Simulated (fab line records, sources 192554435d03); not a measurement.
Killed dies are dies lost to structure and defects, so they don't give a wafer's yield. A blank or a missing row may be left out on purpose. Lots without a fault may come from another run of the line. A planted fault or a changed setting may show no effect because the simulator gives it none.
fab line records | flow n5_finfet
record lots=5 wafers=15 last_day=17
route steps=1938 shown ILD0@336 SDB@347
lots that met no fault: from a run of the same line without faults
start_h: hours from the record's first day to the start of the lot's first wafer shown | wait_h: hours since the lot's step before | " the same as in the row above | L1.1+2: a row that stands for several wafers | - no value, or no start given | * or withheld: withheld | < > ~ a bound
route shown NAME@n: a module of which the file shows steps, and the number in the route of the first | usual: mean/standard deviation of fault-free wafers | same: alike in all rows | chamber/n: place in a boat | sites: the reading at each site | _std_site: their standard deviation | _edge_site: outer sites' mean less inner sites' | radius_mm: how far each site lies from the wafer's centre | mask NAME#n: copy n | behind: the tool/chamber that last shaped the wafer | hold: why the lot was held/for how many hours/how that ended | device: the transistor (n, p or np) that didn't switch | end of line: the same wafers' tests at the end of the route | a step without rows: its recipe alone | killed: dies lost to structure and defects at the first sort, not the wafer's yield | map: a wafer's dies, x killed, . not, _ none there
set.NAME: the setting as run; set.NAME@STEP: as run at that earlier step | model.NAME: the simulator's own value behind a step, which no gauge read
lots at some steps of the route; a table a step, a row a wafer
services: from which hour (start_h, from the record's first day; less than 0 if before it) a tool's chamber was out of use, for how many hours, and why
## steps
# step N5_ILD0_FCVD_FILL_01
# recipe material=SiO2_flowable target_thk_a=2000 temp_c=100 pressure_torr=0.8 rf_w=2000 time_s=328.3
# columns lot.wafer tool chamber start_h wait_h
L075.2+5+6 fcvd-01 0,0,1 67.77 0.2
L085.1+2+4 fcvd-02 1,0,1 126.45 0.2
L087.1+4+6 fcvd-01 1,0,0 138.56 0.2
L088.2+3+6 fcvd-02 1 143.64 0.2
L094.2+3+4 fcvd-02 0,1,0 185.30 0.2
# step N5_ILD0_CURE_02
# recipe temp_c=450 time_s=1800 ambient=steam idle_temp_c=400 ramp_up_c_per_min=5 ramp_down_c_per_min=3 densification_p_h2o_torr=640
# usual spike_tc_lower_C=449.5/1.4
# columns lot.wafer tool chamber start_h wait_h spike_tc_lower_C
L075.2 furnace-03 0 68.16 0.3 450.4
L075.5 " 0 " " 448.7
L075.6 " 0 " " 450.3
L085.1 furnace-01 0 126.85 0.3 447.8
L085.2 " 0 " " 449.2
L085.4 " 0 " " 446.9
L087.1 furnace-01 0 139.52 0.8 448.9
L087.4 " 0 " " 448.7
L087.6 " 0 " " 448.6
L088.2 furnace-01 0 144.03 0.3 448.9
L088.3 " 0 " " 448.0
L088.6 " 0 " " 449.9
L094.2 furnace-03 0 185.70 0.3 449.3
L094.3 " 0 " " 449.4
L094.4 " 0 " " 447.2
# step N5_ILD0_CMP_03
# recipe stop_on=SiNx t_overpolish_s=1.9 post_cmp_clean=alkaline_brush down_force_psi=4.1491 platen_rpm=51.796 pad_velocity_m_s=1.0306 target_thk_nm=197.38
# usual motor_current_A=12.3/1.2 overpolish_run_s=1.901/0.0086 slurry_filter_dp_kPa=13.50/0.15 time_to_endpoint_s=70/4.9
# same t_overpolish_s=1.9
# columns lot.wafer tool chamber start_h wait_h motor_current_A overpolish_run_s slurry_filter_dp_kPa time_to_endpoint_s
L075.2 cmp-01 3 69.79 0.1 11.5 1.894 13.42 67
L075.6 " 1 " " 13.8 1.902 13.33 68
L075.5 " 2 " " 11.8 1.888 13.59 65
L085.2 cmp-01 2 128.42 0.0 11.5 1.903 13.88 65
L085.1 " 0 " " 11.6 1.888 13.57 66
L085.4 " 1 " " 13.4 1.907 13.54 70
L087.1 cmp-02 0 141.09 0.0 13.3 1.901 13.41 70
L087.4 " 3 " " 12.1 1.894 13.46 81
L087.6 " 0 " " 13.2 1.902 13.56 72
L088.2 cmp-02 3 145.62 0.1 12.4 1.911 13.48 76
L088.3 " 1 " " 11.4 1.897 13.47 77
L088.6 " 2 " " 14.7 1.895 13.40 77
L094.2 cmp-04 0 187.29 0.1 14.1 1.901 13.48 66
L094.3 " 1 " " 11.4 1.906 13.47 68
L094.4 " 2 " " 10.2 1.915 13.36 72
# step N5_ILD0_THK_MEAS_04
# usual thk_nm=197.2/1.4
# columns lot.wafer tool chamber start_h wait_h thk_nm
L075.2 film_metro-02 - 70.01 - 196.2
L075.5 " - " " 195.4
L075.6 " - " " 195.1
L085.1 film_metro-01 - 128.71 - 196.5
L085.2 " - " " 196.0
L085.4 " - " " 198.0
L087.1 film_metro-01 - 141.39 - 195.7
L087.4 " - " " 198.2
L087.6 " - " " 196.7
L088.2 film_metro-01 - 145.88 - 197.5
L088.3 " - " " 197.7
L088.6 " - " " 198.3
L094.2 film_metro-02 - 187.55 - 197.5
L094.3 " - " " 196.9
L094.4 " - " " 194.6
# step N5_ILD0_CMP_07
# recipe stop_on=poly-Si material=SiO2_flowable t_overpolish_s=1.18 post_cmp_clean=alkaline_brush down_force_psi=4.1491 platen_rpm=51.796 pad_velocity_m_s=1.0306 target_thk_nm=138.88
# usual motor_current_A=12.6/1.4 slurry_filter_dp_kPa=13.50/0.16
# same t_overpolish_s=1.18
# columns lot.wafer tool chamber start_h wait_h motor_current_A slurry_filter_dp_kPa
L075.2 cmp-01 2 70.12 0.1 11.3 13.42
L075.6 " 0 " " 12.0 13.40
L075.5 " 1 " " 13.6 13.40
L085.2 cmp-02 2 128.78 0.1 15.3 13.42
L085.4 " 3 " " 12.2 13.35
L085.1 " 0 " " 12.8 13.37
L087.1 cmp-01 1 141.45 0.1 13.7 13.69
L087.4 " 3 " " 11.4 13.86
L087.6 " 0 " " 12.2 13.66
L088.2 cmp-02 0 145.98 0.1 12.9 13.14
L088.3 " 1 " " 11.8 13.35
L088.6 " 3 " " 12.4 13.41
L094.4 cmp-01 2 187.58 0.0 11.7 13.21
L094.2 " 0 " " 11.8 13.55
L094.3 " 1 " " 14.6 13.50
# step N5_ILD0_THK_MEAS_08
# usual thk_nm=139.0/1.3
# columns lot.wafer tool chamber start_h wait_h thk_nm
L075.2 film_metro-01 - 70.34 - 137.0
L075.5 " - " " 138.3
L075.6 " - " " 138.7
L085.1 film_metro-02 - 129.04 - 136.7
L085.2 " - " " 139.2
L085.4 " - " " 139.3
L087.1 film_metro-02 - 141.71 - 138.8
L087.4 " - " " 138.5
L087.6 " - " " 138.2
L088.2 film_metro-01 - 146.20 - 137.4
L088.3 " - " " 139.6
L088.6 " - " " 138.5
L094.2 film_metro-01 - 187.87 - 138.6
L094.3 " - " " 138.4
L094.4 " - " " 138.0
# step N5_ILD0_PRECLEAN_10
# recipe chemistry=NF3:NH3 afs_cycles=5 time_s=20 temp_c=30 sublimation_temp_c=180 sublimation_time_s=60 pressure_torr=3 rf_power_w=30
# columns lot.wafer tool chamber start_h wait_h
L075.2+5+6 remote_plasma-01 0 70.48 0.1
L085.1+2+4 remote_plasma-02 1 129.09 0.1
L087.1+4+6 remote_plasma-01 1 141.75 0.0
L088.2+3+6 remote_plasma-02 0 146.39 0.2
L094.2+3+4 remote_plasma-01 0 188.02 0.1
# step N5_ILD0_ALD_15
# recipe material=SiNx target_thk_a=240 temp_c=400 ald_precursor_family=SiH2I2 ald_co_reactant=N2/H2-plasma pulse_time_s=1 ald_cycles=480 purge_time_s=2 co_reactant_purge_time_s=2 pressure_torr=2
# usual heater_power_w=824/96 precursor_pulse_height_rel=0.998/0.02
# columns lot.wafer tool chamber start_h wait_h heater_power_w precursor_pulse_height_rel
L075.2 ald_sin-02 3 71.05 0.5 711 1.002
L075.5 " 2 72.14 1.2 749 0.990
L075.6 " 3 " " 728 1.017
L085.1 ald_sin-02 3 129.77 0.6 748 0.993
L085.2 " 1 " " 791 1.000
L085.4 " 0 " " 902 1.003
L087.1 ald_sin-02 3 142.43 0.6 738 0.988
L087.4 " 2 " " 718 0.963
L087.6 " 3 143.52 1.1 720 1.008
L088.2 ald_sin-03 2 147.46 0.9 697 0.992
L088.3 " 3 " " 835 0.973
L088.6 " 3 148.55 1.4 844 0.969
L094.2 ald_sin-02 1 189.24 1.1 815 0.987
L094.3 " 0 " " 890 0.990
L094.4 " 2 " " 721 0.991
# step N5_ILD0_CMP_12
# recipe stop_on=poly-Si material=SiNx t_overpolish_s=6 post_cmp_clean=alkaline_brush down_force_psi=2.5 platen_rpm=51.8 pad_velocity_m_s=1.0307 target_thk_nm=17.67
# usual motor_current_A=9.1/0.99 overpolish_run_s=5.999/0.0088 slurry_filter_dp_kPa=13.50/0.14 time_to_endpoint_s=29/3.2
# same t_overpolish_s=6
# columns lot.wafer tool chamber start_h wait_h motor_current_A overpolish_run_s slurry_filter_dp_kPa time_to_endpoint_s
L075.2 cmp-02 2 73.33 1.2 11.7 5.995 13.62 39
L075.6 " 0 " " 9.5 5.992 13.63 31
L075.5 " 1 " " 8.6 5.985 13.63 33
L085.4 cmp-01 3 131.97 1.1 7.8 5.995 13.48 31
L085.1 " 0 " " 8.1 5.981 13.58 31
L085.2 " 1 " " 10.6 6.017 13.35 30
L087.1 cmp-04 2 144.67 1.2 8.0 6.008 13.55 33
L087.4 " 3 " " 9.6 6.003 13.71 29
L087.6 " 1 " " 8.1 5.980 13.23 29
L088.2 cmp-01 0 149.66 1.1 8.7 5.993 13.32 30
L088.3 " 3 " " 8.2 5.987 13.65 29
L088.6 " 1 " " 9.8 5.988 13.26 29
L094.2 cmp-01 0 191.44 1.1 8.6 6.004 13.67 30
L094.4 " 1 " " 10.0 5.996 13.77 30
L094.3 " 3 " " 8.5 6.008 13.50 30
# step N5_ILD0_THK_MEAS_13
# usual thk_nm=17.6/1.2
# columns lot.wafer tool chamber start_h wait_h thk_nm
L075.2 film_metro-02 - 73.55 - 19.0
L075.5 " - " " 19.9
L075.6 " - " " 17.8
L085.1 film_metro-02 - 132.26 - 17.4
L085.2 " - " " 18.0
L085.4 " - " " 19.3
L087.1 film_metro-02 - 144.92 - 19.4
L087.4 " - " " 15.9
L087.6 " - " " 17.6
L088.2 film_metro-02 - 149.96 - 16.4
L088.3 " - " " 17.1
L088.6 " - " " 16.5
L094.2 film_metro-02 - 191.74 - 17.2
L094.3 " - " " 17.9
L094.4 " - " " 17.6
# step N5_ILD0_INSPECT_06
# recipe inspect_instrument=darkfield mode=post_cmp
# usual raw_defect_count=41/19
# columns lot.wafer tool chamber start_h wait_h raw_defect_count
L075.2 defect_inspect-02 - 73.57 0.0 39
L075.5 " - " " 34
L075.6 " - " " 55
L085.1 defect_inspect-01 - 132.29 0.0 48
L085.2 " - " " 27
L085.4 " - " " 28
L087.1 defect_inspect-01 - 144.95 0.0 27
L087.4 " - " " 24
L087.6 " - " " 56
L088.2 defect_inspect-02 - 149.98 0.0 27
L088.3 " - " " 41
L088.6 " - " " 59
L094.2 defect_inspect-01 - 191.76 0.0 24
L094.3 " - " " 52
L094.4 " - " " 35
# step N5_SDB_HM_DEP_00
# recipe material=SiNx target_thk_a=400 temp_c=400 precursor=SiH4/NH3/N2 pressure_torr=1.5 rf_w=300 time_s=35.3
# usual heater_power_w=744/81 showerhead_plenum_p_Torr=5.13/0.072 showerhead_vpp_V=1040/41 throttle_valve_pct=40/3.2
# columns lot.wafer tool chamber start_h wait_h heater_power_w showerhead_plenum_p_Torr showerhead_vpp_V throttle_valve_pct
L075.2 pecvd-01 0 73.61 0.0 668 5.04 990 38
L075.5 " 1 " " 850 5.06 1031 47
L075.6 " 0 " " 666 5.06 996 39
L085.1 pecvd-02 0 132.33 0.0 671 5.15 1065 41
L085.2 " 1 " " 741 5.12 998 38
L085.4 " 2 " " 695 5.16 1061 38
L087.1 pecvd-01 2 144.99 0.0 800 5.26 1057 40
L087.4 " 2 " " 659 5.25 1080 40
L087.6 " 0 " " 764 5.05 1010 39
L088.2 pecvd-01 1 150.02 0.0 849 5.07 1040 47
L088.3 " 0 " " 770 5.05 989 39
L088.6 " 0 " " 762 5.04 992 39
L094.2 pecvd-02 0 191.81 0.0 788 5.16 1107 41
L094.3 " 1 " " 758 5.12 1009 37
L094.4 " 0 " " 792 5.15 1074 41
# step N5_SDB_COAT_03
# recipe resist=SOC temp_c=250 time_s=60 spin_rpm=1500 resist_thk_nm=100
# usual dispense_pressure_kPa=50.0/1.3 spin_speed_rpm=1500.1/1.1
# columns lot.wafer tool chamber start_h wait_h dispense_pressure_kPa spin_speed_rpm
L075.2 litho_track-04 0 73.69 0.1 49.0 1498.8
L075.5 " 0 " " 49.1 1498.4
L075.6 " 0 " " 49.1 1498.6
L085.1 litho_track-02 0 132.41 0.1 49.6 1499.2
L085.2 " 0 " " 49.6 1500.4
L085.4 " 0 " " 49.7 1498.3
L087.1 litho_track-04 0 145.07 0.1 49.0 1500.3
L087.4 " 0 " " 49.0 1501.8
L087.6 " 0 " " 49.0 1500.2
L088.2 litho_track-01 0 150.10 0.1 52.3 1501.3
L088.3 " 0 " " 52.3 1500.6
L088.6 " 0 " " 52.3 1500.2
L094.2 litho_track-04 0 191.89 0.1 49.0 1500.5
L094.3 " 0 " " 49.0 1499.9
L094.4 " 0 " " 49.1 1501.6
# step N5_SDB_COAT_04
# recipe resist=SiARC temp_c=220 time_s=60 spin_rpm=1500 resist_thk_nm=18
# usual dispense_pressure_kPa=50.0/1.3 spin_speed_rpm=1500.1/0.94
# columns lot.wafer tool chamber start_h wait_h dispense_pressure_kPa spin_speed_rpm
L075.2 litho_track-04 0 - - 49.0 1500.3
L075.5 " 0 " " 49.0 1500.0
L075.6 " 0 " " 49.0 1500.1
L085.1 litho_track-02 0 - - 49.7 1500.1
L085.2 " 0 " " 49.6 1501.3
L085.4 " 0 " " 49.7 1500.7
L087.1 litho_track-04 0 - - 49.0 1500.8
L087.4 " 0 " " 49.1 1500.0
L087.6 " 0 " " 49.0 1501.4
L088.2 litho_track-01 0 - - 52.2 1499.1
L088.3 " 0 " " 52.3 1499.7
L088.6 " 0 " " 52.2 1499.8
L094.2 litho_track-04 0 - - 49.1 1500.2
L094.3 " 0 " " 49.1 1501.3
L094.4 " 0 " " 49.0 1498.5
# step N5_SDB_COAT_05
# recipe resist=CAR-ArF spin_rpm=1500 resist_thk_nm=90
# usual dispense_pressure_kPa=50.0/1.3 spin_speed_rpm=1499.9/1.2
# columns lot.wafer tool chamber start_h wait_h dispense_pressure_kPa spin_speed_rpm
L075.2 litho_track-04 0 - - 49.0 1498.2
L075.5 " 0 " " 49.0 1498.6
L075.6 " 0 " " 49.0 1498.9
L085.1 litho_track-02 0 - - 49.6 1501.8
L085.2 " 0 " " 49.6 1500.7
L085.4 " 0 " " 49.6 1502.3
L087.1 litho_track-04 0 - - 49.0 1500.2
L087.4 " 0 " " 49.0 1498.7
L087.6 " 0 " " 49.0 1500.5
L088.2 litho_track-01 0 - - 52.3 1499.6
L088.3 " 0 " " 52.2 1501.2
L088.6 " 0 " " 52.2 1499.7
L094.2 litho_track-04 0 - - 49.0 1499.3
L094.3 " 0 " " 49.0 1500.8
L094.4 " 0 " " 49.1 1501.0
# step N5_SDB_EBR_07
# recipe solvent=PGMEA ebr_width_mm=1.5
# columns lot.wafer tool chamber start_h wait_h
L075.2+5+6 litho_track-04 0 - -
L085.1+2+4 litho_track-02 0 - -
L087.1+4+6 litho_track-04 0 - -
L088.2+3+6 litho_track-01 0 - -
L094.2+3+4 litho_track-04 0 - -
# step N5_SDB_SOFTBAKE_06
# recipe temp_c=110 time_s=60 resist=CAR-ArF
# columns lot.wafer tool chamber start_h wait_h
L075.2+5+6 litho_track-04 0 - -
L085.1+2+4 litho_track-02 0 - -
L087.1+4+6 litho_track-04 0 - -
L088.2+3+6 litho_track-01 0 - -
L094.2+3+4 litho_track-04 0 - -
# step N5_SDB_EXPOSE_08
# recipe mask_id=SDB na=1.35 source_shape=conventional sigma_outer=0.5 polarization=unpolarized dose_mj=49.6
# columns lot.wafer tool chamber start_h wait_h mask
L075.2+5+6 arfi_scanner-02 0 73.82 - SDB#0
L085.1+2+4 arfi_scanner-01 0 132.65 - SDB#0
L087.1+4+6 arfi_scanner-03 0 145.31 - SDB#0
L088.2+3+6 arfi_scanner-01 0 150.35 - SDB#0
L094.2+3+4 arfi_scanner-01 0 192.14 - SDB#0
# step N5_SDB_PEB_09
# recipe peb_temp_c=withheld peb_time_s=60 resist=CAR-ArF
# same peb_time_s=60
# columns lot.wafer tool chamber start_h wait_h
L075.2+5+6 litho_track-01 0 73.87 0.0
L085.1+2+4 litho_track-02 0 132.71 0.1
L087.1+4+6 litho_track-01 0 145.37 0.1
L088.2+3+6 litho_track-01 0 150.40 0.0
L094.2+3+4 litho_track-04 0 192.19 0.0
# step N5_SDB_DEVELOP_10
# recipe develop_time_s=30 developer=TMAH resist=CAR-ArF rinse_liquid=diw dry=air_spin dev_temp_c=23
# columns lot.wafer tool chamber start_h wait_h
L075.2+5+6 litho_track-01 0 - -
L085.1+2+4 litho_track-02 0 - -
L087.1+4+6 litho_track-01 0 - -
L088.2+3+6 litho_track-01 0 - -
L094.2+3+4 litho_track-04 0 - -
# step N5_SDB_CD_MEAS_11
# recipe target_cd_nm=50 landing_energy_ev=500 detector=se_inlens polarity=opening
# usual cd_nm=50.0/1
# columns lot.wafer tool chamber start_h wait_h cd_nm
L075.2 cd_sem-03 0 73.94 - 49.4
L075.5 " 0 " " 49.9
L075.6 " 0 " " 48.8
L085.1 cd_sem-01 0 132.78 - 48.1
L085.2 " 0 " " 48.6
L085.4 " 0 " " 48.0
L087.1 cd_sem-02 0 145.44 - 48.6
L087.4 " 0 " " 49.0
L087.6 " 0 " " 50.4
L088.2 cd_sem-03 0 150.47 - 50.1
L088.3 " 0 " " 50.1
L088.6 " 0 " " 49.7
L094.2 cd_sem-02 0 192.26 - 49.6
L094.3 " 0 " " 50.2
L094.4 " 0 " " 49.9
# step N5_SDB_OVL_MEAS_12
# recipe points_per_wafer=44
# usual SDB_OVL=0.5/0.64
# columns lot.wafer tool chamber start_h wait_h SDB_OVL[nm]
L075.2 overlay-02 0 73.97 0.0 0.5
L075.5 " 0 " " 0.2
L075.6 " 0 " " 0.7
L085.1 overlay-02 0 132.81 0.0 0.3
L085.2 " 0 " " 1.2
L085.4 " 0 " " 0.3
L087.1 overlay-02 0 145.47 0.0 0.9
L087.4 " 0 " " 0.8
L087.6 " 0 " " 0.3
L088.2 overlay-01 0 150.50 0.0 1.7
L088.3 " 0 " " 1.2
L088.6 " 0 " " 0.7
L094.2 overlay-01 0 192.29 0.0 0.9
L094.3 " 0 " " -0.3
L094.4 " 0 " " 0.6
# step N5_SDB_INSPECT_13
# recipe mode=adi inspect_instrument=brightfield
# usual raw_defect_count=86/38
# columns lot.wafer tool chamber start_h wait_h raw_defect_count
L075.2 defect_inspect-02 - 73.99 0.0 59
L075.5 " - " " 101
L075.6 " - " " 140
L085.1 defect_inspect-01 - 132.83 0.0 116
L085.2 " - " " 41
L085.4 " - " " 38
L087.1 defect_inspect-01 - 145.49 0.0 71
L087.4 " - " " 56
L087.6 " - " " 48
L088.2 defect_inspect-02 - 150.52 0.0 126
L088.3 " - " " 106
L088.6 " - " " 105
L094.2 defect_inspect-01 - 192.31 0.0 134
L094.3 " - " " 131
L094.4 " - " " 234
# step N5_SDB_DESCUM_16
# recipe chemistry=O2 time_s=7.9 source_power_w=50 bias_power_w=20 pressure_mtorr=20 rf_frequency_hz=2.712e+07 temp_c=40 resist=CAR-ArF o2_flow_sccm=225
# usual drypump_motor_current_A=5.8/0.52 oes_product_au=0.79/0.087 rf_vpp_V=243.8/1.5 showerhead_plenum_p_Torr=2.13/0.074 throttle_valve_pct=20.38/0.22
# columns lot.wafer tool chamber start_h wait_h drypump_motor_current_A oes_product_au rf_hours_counter_h rf_vpp_V showerhead_plenum_p_Torr throttle_valve_pct
L075.2 rie_diel-06 1 74.02 0.0 6.5 0.75 165 244.1 2.19 20.50
L075.5 " 1 " " 6.6 0.75 - 244.3 2.19 20.50
L075.6 " 0 " " 5.8 0.72 - 243.2 2.18 20.48
L085.1 rie_diel-03 2 132.87 0.0 5.0 0.86 59 244.3 2.14 20.72
L085.2 " 1 " " 5.5 0.72 168 245.5 2.17 20.46
L085.4 " 3 " " 6.0 0.83 87 241.6 2.04 20.57
L087.1 rie_diel-03 3 145.53 0.0 6.0 0.83 91 242.8 2.04 20.58
L087.4 " 1 " " 5.5 0.72 172 244.9 2.17 20.44
L087.6 " 0 " " 5.2 0.92 - 244.2 2.12 20.06
L088.2 rie_diel-06 1 150.56 0.0 6.6 0.74 193 244.5 2.18 20.53
L088.3 " 2 " " 6.3 0.70 233 243.4 2.05 20.36
L088.6 " 2 " " 6.3 0.70 - 244.0 2.05 20.36
L094.2 rie_diel-03 3 192.42 0.1 5.9 0.80 103 242.5 2.04 20.58
L094.3 " 0 " " 5.2 0.90 32 243.5 2.12 20.10
L094.4 " 1 " " 5.5 0.72 185 244.7 2.17 20.48
# step N5_SDB_ETCH_17
# recipe chemistry=CF4 target=SiARC target_depth_a=234 mask_material=CAR-ArF time_s=39 ion_energy_ev=80 pressure_mtorr=40 source_w=545 bias_w=36 Ar_flow_sccm=100 cf4_flow_sccm=100 ends=cleared
# usual bias_w=36.00/0.1 cf4_flow_sccm=99.99/0.29 drypump_motor_current_A=5.8/0.52 etch_rf_on_time_s=38.7/0.9 oes_product_au=0.67/0.074 rf_vpp_V=184.4/1.2 showerhead_plenum_p_Torr=2.18/0.069 throttle_valve_pct=15.57/0.17
# columns lot.wafer tool chamber start_h wait_h bias_w cf4_flow_sccm drypump_motor_current_A etch_rf_on_time_s oes_product_au rf_hours_counter_h rf_vpp_V showerhead_plenum_p_Torr throttle_valve_pct
L075.2 rie_diel-06 1 74.06 0.0 35.90 100.25 6.6 38.3 0.65 165 184.0 2.21 15.57
L075.5 " 1 " " 36.16 100.12 6.6 38.1 0.65 - 184.7 2.21 15.58
L075.6 " 0 " " 36.05 99.73 5.7 38.7 0.61 - 186.0 2.22 15.62
L085.1 rie_diel-03 2 132.90 0.0 35.92 100.10 5.0 38.0 0.72 59 183.7 2.18 15.78
L085.2 " 1 " " 36.16 99.78 5.5 37.8 0.63 168 185.4 2.21 15.64
L085.4 " 3 " " 35.92 99.94 6.0 37.6 0.71 87 182.5 2.07 15.57
L087.1 rie_diel-03 3 145.56 0.0 35.81 100.12 5.9 38.4 0.70 91 183.0 2.07 15.57
L087.4 " 1 " " 35.86 100.22 5.5 38.0 0.63 172 184.4 2.21 15.64
L087.6 " 0 " " 36.22 100.09 5.2 40.2 0.77 - 185.1 2.17 15.25
L088.2 rie_diel-06 1 150.59 0.0 35.98 99.89 6.6 38.8 0.62 193 184.0 2.20 15.60
L088.3 " 2 " " 36.00 99.78 6.3 39.6 0.59 233 183.8 2.11 15.71
L088.6 " 2 " " 35.95 99.71 6.3 39.4 0.59 - 183.4 2.11 15.71
L094.2 rie_diel-03 3 192.45 0.0 35.99 100.10 6.0 38.2 0.69 103 182.3 2.07 15.60
L094.3 " 0 " " 36.01 99.97 5.2 40.2 0.75 32 183.5 2.17 15.27
L094.4 " 1 " " 36.10 99.81 5.5 37.8 0.62 185 182.8 2.21 15.69
# step N5_SDB_ETCH_18
# recipe chemistry=N2/H2 target=SOC target_depth_a=1000 overetch_a=200 mask_material=SiARC temp_c=40 time_s=150 ion_energy_ev=200 pressure_mtorr=30 source_w=840 bias_w=150 n2_flow_sccm=200 h2_flow_sccm=200
# usual bias_w=150.0/0.43 drypump_motor_current_A=5.8/0.52 n2_flow_sccm=200.0/0.55 oes_product_au=0.70/0.076 rf_vpp_V=525.1/2.6 showerhead_plenum_p_Torr=2.58/0.096 throttle_valve_pct=17.76/0.22
# columns lot.wafer tool chamber start_h wait_h bias_w drypump_motor_current_A n2_flow_sccm oes_product_au rf_hours_counter_h rf_vpp_V showerhead_plenum_p_Torr throttle_valve_pct
L075.2 rie_diel-06 1 74.09 0.0 149.4 6.6 200.6 0.68 165 525.9 2.64 17.70
L075.5 " 1 " " 149.1 6.6 200.0 0.68 - 528.3 2.64 17.68
L075.6 " 0 " " 149.8 5.8 199.1 0.65 - 526.2 2.63 17.82
L085.1 rie_diel-03 2 132.94 0.0 149.2 5.0 199.7 0.74 59 525.3 2.60 18.17
L085.2 " 1 " " 150.6 5.5 200.9 0.65 168 527.2 2.64 17.86
L085.4 " 3 " " 150.6 6.0 200.0 0.73 87 521.9 2.45 17.62
L087.1 rie_diel-03 3 145.60 0.0 150.2 6.0 199.4 0.73 91 520.6 2.44 17.62
L087.4 " 1 " " 150.5 5.5 199.9 0.64 172 526.6 2.64 17.87
L087.6 " 0 " " 149.4 5.2 200.5 0.81 - 525.3 2.59 17.52
L088.2 rie_diel-06 1 150.63 0.0 150.0 6.6 199.0 0.65 193 526.5 2.63 17.76
L088.3 " 2 " " 150.1 6.3 199.3 0.63 233 522.3 2.52 18.07
L088.6 " 2 " " 150.4 6.3 198.8 0.63 - 524.0 2.52 18.07
L094.2 rie_diel-03 3 192.49 0.0 149.6 6.0 199.7 0.71 103 520.4 2.44 17.66
L094.3 " 0 " " 150.4 5.2 200.2 0.80 32 526.0 2.59 17.53
L094.4 " 1 " " 149.6 5.5 200.3 0.64 185 526.7 2.63 17.89
# step N5_SDB_STRIP_19
# recipe chemistry=N2/H2 temp_c=40 n2_flow_sccm=200 h2_flow_sccm=200 rf_frequency_hz=6e+07
# columns lot.wafer tool chamber start_h wait_h
L075.2+5+6 rie_diel-06 1,1,0 74.22 0.1
L085.1+2+4 rie_diel-03 2,1,3 133.06 0.1
L087.1+4+6 rie_diel-03 3,1,0 145.72 0.1
L088.2+3+6 rie_diel-06 1,2,2 150.75 0.1
L094.2+3+4 rie_diel-03 3,0,1 192.61 0.1
# step N5_SDB_STRIP_21
# recipe chemistry=CF4 resist=SiARC power_w=300 bias_power_w=75 pressure_mtorr=50 cf4_flow_sccm=150 rf_frequency_hz=6e+07
# usual cf4_flow_sccm=149.9/0.42 drypump_motor_current_A=5.8/0.52 oes_product_au=0.77/0.084 rf_vpp_V=271.8/1.6 showerhead_plenum_p_Torr=1.82/0.061 throttle_valve_pct=13.54/0.18
# columns lot.wafer tool chamber start_h wait_h cf4_flow_sccm drypump_motor_current_A oes_product_au rf_hours_counter_h rf_vpp_V showerhead_plenum_p_Torr throttle_valve_pct
L075.2 rie_diel-06 1 74.23 0.0 149.5 6.6 0.75 165 273.3 1.85 13.53
L075.5 " 1 " " 148.8 6.6 0.74 - 272.5 1.85 13.54
L075.6 " 0 " " 149.9 5.7 0.71 - 272.5 1.86 13.61
L085.1 rie_diel-03 2 133.07 0.0 149.8 5.0 0.82 59 270.0 1.82 13.67
L085.2 " 1 " " 150.3 5.5 0.72 168 272.0 1.87 13.68
L085.4 " 3 " " 149.3 5.9 0.81 87 271.7 1.72 13.47
L087.1 rie_diel-03 3 145.73 0.0 149.6 6.0 0.81 91 269.7 1.72 13.48
L087.4 " 1 " " 149.8 5.5 0.72 172 271.8 1.87 13.68
L087.6 " 0 " " 149.1 5.2 0.91 - 272.7 1.83 13.24
L088.2 rie_diel-06 1 150.76 0.0 150.0 6.6 0.72 193 273.7 1.84 13.60
L088.3 " 2 " " 149.7 6.3 0.70 233 270.2 1.76 13.70
L088.6 " 2 " " 150.4 6.3 0.70 - 270.1 1.76 13.71
L094.2 rie_diel-03 3 192.62 0.0 149.7 6.0 0.79 103 269.2 1.72 13.53
L094.3 " 0 " " 149.8 5.2 0.88 32 272.6 1.82 13.28
L094.4 " 1 " " 150.5 5.5 0.71 185 272.1 1.86 13.73
# step N5_SDB_HM_OPEN_20
# recipe chemistry=CH3F/O2 target=SiNx mask_material=SOC target_depth_a=240 stop_on=poly-Si over_etch_frac=0.4 ion_energy_ev=120 pressure_mtorr=30 source_w=395 bias_w=73 Ar_flow_sccm=150 CH3F_flow_sccm=30 O2_flow_sccm=20
# usual bias_w=73.01/0.19 drypump_motor_current_A=5.8/0.52 oes_product_au=0.64/0.069 rf_vpp_V=297/6.4 showerhead_plenum_p_Torr=2.04/0.065 throttle_valve_pct=16.31/0.18
# columns lot.wafer tool chamber start_h wait_h bias_w drypump_motor_current_A oes_product_au rf_hours_counter_h rf_vpp_V showerhead_plenum_p_Torr throttle_valve_pct
L075.2 rie_diel-06 1 74.25 0.0 72.70 6.6 0.63 165 309 2.08 16.36
L075.5 " 1 " " 72.48 6.6 0.61 - 309 2.08 16.36
L075.6 " 0 " " 73.05 5.8 0.61 - 307 2.08 16.37
L085.1 rie_diel-03 2 133.09 0.0 73.10 5.0 0.68 59 292 2.05 16.59
L085.2 " 1 " " 72.81 5.5 0.60 168 299 2.06 16.30
L085.4 " 3 " " 73.30 6.0 0.69 87 295 1.95 16.40
L087.1 rie_diel-03 3 145.75 0.0 72.90 6.0 0.67 91 293 1.95 16.41
L087.4 " 1 " " 73.09 5.5 0.61 172 298 2.06 16.29
L087.6 " 0 " " 73.17 5.2 0.76 - 302 2.02 15.95
L088.2 rie_diel-06 1 150.78 0.0 72.85 6.5 0.59 193 308 2.07 16.40
L088.3 " 2 " " 72.97 6.3 0.58 233 290 1.97 16.43
L088.6 " 2 " " 72.98 6.3 0.59 - 289 1.97 16.43
L094.2 rie_diel-03 3 192.64 0.0 73.01 5.9 0.66 103 294 1.94 16.45
L094.3 " 0 " " 73.11 5.2 0.72 32 301 2.02 15.98
L094.4 " 1 " " 73.18 5.5 0.60 185 297 2.06 16.33
## services
# columns tool chamber start_h hours kind
pecvd-01 - 46.77 0.6 repair
arfi_scanner-01 - 48.89 0.8 pm
cmp-04 - 54.30 1.2 repair
furnace-03 - 57.03 1.8 repair
cmp-02 - 63.79 6.3 pm
cmp-04 - 68.62 1.5 repair
pecvd-02 - 70.23 3.2 repair
ald_sin-02 - 85.26 14.0 pm
cmp-01 - 90.93 3.4 repair
arfi_scanner-01 - 92.68 0.2 repair
rie_diel-06 0 95.43 9.2 repair
fcvd-01 - 109.86 0.6 repair
cmp-02 - 121.10 1.6 repair
arfi_scanner-01 - 134.06 1.0 pm
arfi_scanner-01 - 143.91 1.6 repair
remote_plasma-02 - 151.75 0.3 repair
cmp-04 - 153.99 1.2 repair
arfi_scanner-01 - 166.32 1.3 pm
cmp-01 - 168.17 4.1 pm
rie_diel-06 2 169.03 5.1 repair
cmp-01 - 179.11 2.5 repair
rie_diel-06 - 183.10 0.2 repair
cmp-02 - 183.37 4.0 pm
rie_diel-03 3 184.82 4.3 repair
## key
fault none
